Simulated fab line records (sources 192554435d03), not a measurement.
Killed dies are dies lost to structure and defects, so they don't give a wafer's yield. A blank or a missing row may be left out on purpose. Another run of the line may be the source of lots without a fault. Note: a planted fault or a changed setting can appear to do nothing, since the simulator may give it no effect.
Split-lot study -- flow n5 finfet -- route with 1938 steps; 7 lots, 39 wafers read

ON THE SPLIT
At N5_SD_EPI_P_EPI_21 (deposits SiGe:B, time 355 s), the setting time s was moved away from the recipe's 355 s on 18 of the 39 wafers read, by -49.7% to +54.2%. This setting was run at the recipe's value on the other wafers.

FROM THE SPLIT TO THE READING: what the file shows between them, 3 steps
- N5_SD_EPI_P_EPI_MEAS_23
- N5_SD_EPI_P_HM_STRIP_48: strips SiNx in H3PO4, material SiNx, target depth 3 nm
- N5_SD_EPI_P_SRD_49: time 30 s

THE READING
SiGe-B_of_SD_EPI_P_EPI_21.thk nm (the simulator's own value, which no gauge read), in nm, at N5_SD_EPI_P_PRECLEAN_24 (cleans in O3/DIW, time 45 s). No usual value for it is given in the file. The 21 wafers here that ran the recipe average 60.0 nm, standard deviation 0.75 nm.

wafer,"tool, chamber at the split","time s as run, s",against the recipe,"SiGe-B_of_SD_EPI_P_EPI_21.thk nm, nm",against lot-mates on the recipe
L075.1,"epi rpcvd-02, 0",230,-35.2%,42.2,-17.1
L075.2,"epi rpcvd-02, 0",230,-35.2%,41.8,-17.5
L075.3,"epi rpcvd-02, 0",355,recipe,58.8,-
L075.4,"epi rpcvd-02, 0",230,-35.2%,42,-17.3
L075.5,"epi rpcvd-02, 0",355,recipe,59.8,-
L075.6,"epi rpcvd-02, 0",355,recipe,59.2,-
L078.1,"epi rpcvd-01, 0",490.5,+38.2%,76.6,+15.6
L078.2,"epi rpcvd-01, 0",355,recipe,60.6,-
L078.3,"epi rpcvd-01, 0",490.5,+38.2%,75.8,+14.8
L078.4,"epi rpcvd-01, 0",355,recipe,61.4,-
L078.5,"epi rpcvd-01, 0",355,recipe,61,-
L078.6,"epi rpcvd-01, 0",490.5,+38.2%,76.4,+15.4
L081.1,"epi rpcvd-01, 0",547.4,+54.2%,80.6,+20.5
L081.2,"epi rpcvd-01, 0",355,recipe,60.6,-
L081.3,"epi rpcvd-01, 0",547.4,+54.2%,81,+20.9
L081.4,"epi rpcvd-01, 0",547.4,+54.2%,81.4,+21.3
L081.5,"epi rpcvd-01, 0",355,recipe,60.4,-
L081.6,"epi rpcvd-01, 0",355,recipe,59.4,-
L083.3,"epi rpcvd-01, 0",355,recipe,59.8,-
L083.5,"epi rpcvd-01, 0",355,recipe,59.8,-
L083.6,"epi rpcvd-01, 0",355,recipe,59.4,-
L084.1,"epi rpcvd-04, 0",192.8,-45.7%,34.6,-24.7
L084.4,"epi rpcvd-04, 0",192.8,-45.7%,34.6,-24.7
L084.2,"epi rpcvd-04, 0",355,recipe,58.8,-
L084.3,"epi rpcvd-04, 0",192.8,-45.7%,35.4,-23.9
L084.5,"epi rpcvd-04, 0",355,recipe,60,-
L084.6,"epi rpcvd-04, 0",355,recipe,59,-
L093.1,"epi rpcvd-02, 0",178.4,-49.7%,32.8,-27.2
L093.5,"epi rpcvd-02, 0",178.4,-49.7%,32.8,-27.2
L093.2,"epi rpcvd-02, 0",355,recipe,59.6,-
L093.3,"epi rpcvd-02, 0",178.4,-49.7%,33,-27.0
L093.4,"epi rpcvd-02, 0",355,recipe,61,-
L093.6,"epi rpcvd-02, 0",355,recipe,59.4,-
L096.1,"epi rpcvd-01, 0",541.2,+52.5%,80.4,+19.9
L096.2,"epi rpcvd-01, 0",355,recipe,61,-
L096.3,"epi rpcvd-01, 0",355,recipe,60.2,-
L096.4,"epi rpcvd-01, 0",541.2,+52.5%,81.4,+20.9
L096.5,"epi rpcvd-01, 0",355,recipe,60.4,-
L096.6,"epi rpcvd-01, 0",541.2,+52.5%,81.8,+21.3

FIT RESULTS
A straight line over all 39 wafers: SiGe-B_of_SD_EPI_P_EPI_21.thk nm changes by +0.465 nm for each +1% of time s; r = +0.99; the points scatter about the line by 1.8 nm.
The same after taking each lot's own level away (the mean of its wafers on the recipe; 39 wafers): +0.455 nm for each +1%; r = +0.99; scatter 1.8 nm.
The reading moves by 25 nm for the largest change in time s, on that fit.
The span of the lots' own levels, 59.27 to 61.00 nm, comes to 2.3 times the standard deviation stated above.
Hence the lot-to-lot level has little effect on the slope; both slopes agree.
Check: with one of the wafers moved furthest among these (+54.2%) left out of the fit, the line predicts +23.5 nm for it against its lot-mates. Against them it came out at +20.5 nm.

OTHER SPLITS APPLIED TO THESE WAFERS
Other splits were also applied to these wafers ahead of the reading. Each is held against what the fit with the lots' levels taken away leaves over:
other split on the same wafers,wafers away from the commonest value,r with SiGe-B_of_SD_EPI_P_EPI_21.thk nm (lot level and that fit taken away)
N5_FIN_SAQP_HM_DEP_03 target thk a,15,+0.01
N5_FIN_CUT_ETCH_21 time s,15,-0.06

THE WHOLE CHAIN: every reading that the file lists as answering this split, in the file's order
step,what it does,reading,change (the file's fit),r (the file's)
N5_SD_EPI_P_EPI_21,"deposits SiGe:B, time 355 s","SiGe-B_of_SD_EPI_P_EPI_21.thk nm (the simulator's own value, which no gauge read)",+0.457 nm for each +1% of the setting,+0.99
N5_SD_EPI_P_EPI_MEAS_23,,thk nm,withheld for each +1% of the setting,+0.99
N5_SD_EPI_P_PRECLEAN_24,"cleans in O3/DIW, time 45 s","SiGe-B_of_SD_EPI_P_EPI_21.thk nm (the simulator's own value, which no gauge read)",+0.453 nm for each +1% of the setting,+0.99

THE FILE'S OWN FIT
SiGe-B_of_SD_EPI_P_EPI_21.thk nm changes by +0.453 nm for each +1% of time s, r = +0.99.
